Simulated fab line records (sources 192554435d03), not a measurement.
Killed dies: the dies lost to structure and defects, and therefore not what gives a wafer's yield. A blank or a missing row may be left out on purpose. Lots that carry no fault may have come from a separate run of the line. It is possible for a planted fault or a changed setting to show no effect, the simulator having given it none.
Split-lot trial	flow n5Finfet	7 lots, 39 wafers read, on a route of 1938 steps

ABOUT THE SPLIT
At N5_MOL_CONTACT_COAG_CVD_140 (deposits W, target thk 66.5 nm, time 215 s), the setting targetThkA was moved away from the recipe's 665 angstrom on 18 of the 39 wafers read, by -11.7% to +11.2%. This setting was run at the recipe's value on the other wafers.

The reading comes from the split's own step.

THE READING
W_of_MOL_CONTACT_COAG_CVD_140.thkNm (the simulator's own value, which no gauge read), in nm, at N5_MOL_CONTACT_COAG_CVD_140 (deposits W, target thk 66.5 nm, time 215 s). No usual value for it is given in the file. Across the 21 wafers here that went through the recipe, the average is 66.3 nm and the standard deviation 1.1 nm.

wafer	tool, chamber at the split	targetThkA as run, angstrom	against the recipe	W_of_MOL_CONTACT_COAG_CVD_140.thkNm, nm	against lot-mates on the recipe
L077.2	cvdW-02, 0	665	recipe	67.4	-
L077.5	cvdW-02, 1	665	recipe	67	-
L077.6	cvdW-02, 0	665	recipe	66.4	-
L079.1	cvdW-02, 1,0,0	728.2	+9.5%	73	+6.4
L079.2	cvdW-02, 1,0,0	728.2	+9.5%	73	+6.4
L079.6	cvdW-02, 1,0,0	728.2	+9.5%	73	+6.4
L079.3	cvdW-02, 0	665	recipe	66.4	-
L079.4	cvdW-02, 1	665	recipe	66.6	-
L079.5	cvdW-02, 1	665	recipe	66.8	-
L081.1	cvdW-01, 1	698.2	+5.0%	69.8	+3.7
L081.2	cvdW-01, 0	665	recipe	65.6	-
L081.3	cvdW-01, 0	665	recipe	66.2	-
L081.4	cvdW-01, 1	665	recipe	66.4	-
L081.5	cvdW-01, 1	698.2	+5.0%	69.4	+3.3
L081.6	cvdW-01, 0	698.2	+5.0%	69	+2.9
L088.1	cvdW-02, 1	587	-11.7%	59.2	-8.3
L088.2	cvdW-02, 0	587	-11.7%	59.8	-7.7
L088.3	cvdW-02, 0,1	665	recipe	67.4	-
L088.4	cvdW-02, 0,1	665	recipe	67.4	-
L088.5	cvdW-02, 1	665	recipe	67.8	-
L088.6	cvdW-02, 0	587	-11.7%	59.6	-7.9
L090.1	cvdW-02, 1	665	recipe	66.6	-
L090.2	cvdW-02, 0	739.3	+11.2%	75.2	+8.2
L090.3	cvdW-02, 0	665	recipe	67.4	-
L090.4	cvdW-02, 1	665	recipe	67	-
L090.5	cvdW-02, 0	739.3	+11.2%	74.2	+7.2
L090.6	cvdW-02, 1	739.3	+11.2%	74.4	+7.4
L092.1	cvdW-01, 0	600.6	-9.7%	57.8	-7.9
L092.2	cvdW-01, 1	665	recipe	64.8	-
L092.3	cvdW-01, 0	600.6	-9.7%	58.2	-7.5
L092.4	cvdW-01, 1	665	recipe	66.6	-
L092.5	cvdW-01, 0	600.6	-9.7%	58.6	-7.1
L092.6	cvdW-01, 1	665	recipe	65.8	-
L095.1	cvdW-01, 0	665	recipe	63.8	-
L095.2	cvdW-01, 1	616.2	-7.3%	60.8	-3.5
L095.3	cvdW-01, 0	665	recipe	64.2	-
L095.4	cvdW-01, 1	616.2	-7.3%	59.8	-4.5
L095.5	cvdW-01, 1	616.2	-7.3%	61	-3.3
L095.6	cvdW-01, 0	665	recipe	64.8	-
Where a row lists several chambers, the file gives one row for several wafers and doesn't say which wafer went through which chamber.

FIT RESULTS
A straight line over all 39 wafers: W_of_MOL_CONTACT_COAG_CVD_140.thkNm changes by +0.708 nm for each +1% of targetThkA; r = +0.98; the points scatter about the line by 1 nm.
The same after taking each lot's own level away (the mean of its wafers on the recipe; 39 wafers): +0.679 nm for each +1%; r = +0.99; scatter 0.6 nm.
Per that fit: largest targetThkA move, reading shift of 8 nm.
Across the lots, their own levels run from 64.27 to 67.53 nm, a range of 3.0 times the standard deviation given above.
The two slopes agree, so the slope changes little with the lot-to-lot level.
Check: for one of the wafers moved furthest among these (-11.7%), held out of the fit, the line's prediction against its lot-mates is -7.9 nm. Against them it came out at -8.33 nm.

THE OTHER SPLITS THESE WAFERS WENT THROUGH
Before the reading, these wafers also passed through other splits. Each is held against what the fit with the lots' levels taken away leaves over:
other split on the same wafers	wafers away from the commonest value	r with W_of_MOL_CONTACT_COAG_CVD_140.thkNm (lot level and that fit taken away)
N5_WELL_APT_IMPLANT_15 energyKev	15	+0.03
N5_SD_EPI_P_ETCH_37 sourceW	15	-0.04
N5_HKMG_FIN_HK_ALD_01 aldCycles	18	-0.17
N5_HKMG_FIN_ETCH_54 cf4FlowSccm	9	+0.05
N5_HKMG_FIN_ETCH_35 biasW	12	-0.03
N5_GATE_CUT_ETCH_37 biasW	9	+0.13
N5_MOL_CONTACT_COAG_ETCH_47 sourceW	18	+0.12

FILE'S OWN FIT
W_of_MOL_CONTACT_COAG_CVD_140.thkNm changes by +0.679 nm for each +1% of targetThkA, r = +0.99.
